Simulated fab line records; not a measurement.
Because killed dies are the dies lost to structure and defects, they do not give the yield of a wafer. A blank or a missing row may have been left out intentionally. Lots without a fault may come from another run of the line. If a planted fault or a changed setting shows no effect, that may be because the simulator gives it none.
Chamber matching	flow n5 finfet	rie diel-04 running N5_HKMG_FIN_ETCH_58: 4 sister chambers
The step etches SOC in N2/H2, target depth 215.8 nm, time 741 s. 4 wafers are shown with their chamber, then 7 later ones without.

## WAFERS WITH THEIR CHAMBER
wafer	chamber	showerhead plenum p Torr (Torr)
L075.1	3	2.64
L077.2	2	2.51
L085.3	0	2.49
L085.5	1	2.61

## WAFERS WHOSE CHAMBER IS MISSING
wafer	showerhead plenum p Torr (Torr)
L085.6	2.50
L086.1	2.63
L086.3	2.60
L086.4	2.49
L088.1	2.62
L088.3	2.49
L088.4	2.60

## WHICH CHAMBER EACH ONE RAN IN
wafer	from the rows above	in truth
L085.6	can't be placed: 0 or 2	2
L086.1	can't be placed: 3 or 1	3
L086.3	1	1
L086.4	0	0
L088.1	can't be placed: 1 or 3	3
L088.3	0	0
L088.4	1	1
Correct placement for 4 of the 7. From these rows, 3 cannot be placed; in 3 the true chamber is one of the candidates. Placed wrongly: 0.
How it was worked out, from the rows above alone: a wafer's distance from a chamber is the root of the sum, over the readings, of the square of ((its reading less the chamber's mean) divided by the reading's scatter). If the next closest chamber is less than 2 further off than the closest, the wafer can't be placed; otherwise it belongs to the closest. A chamber's mean is the mean of its shown wafers. The scatter: with one shown wafer a chamber, the root of the mean of the squares of how far each hidden wafer lies from its nearest shown one.
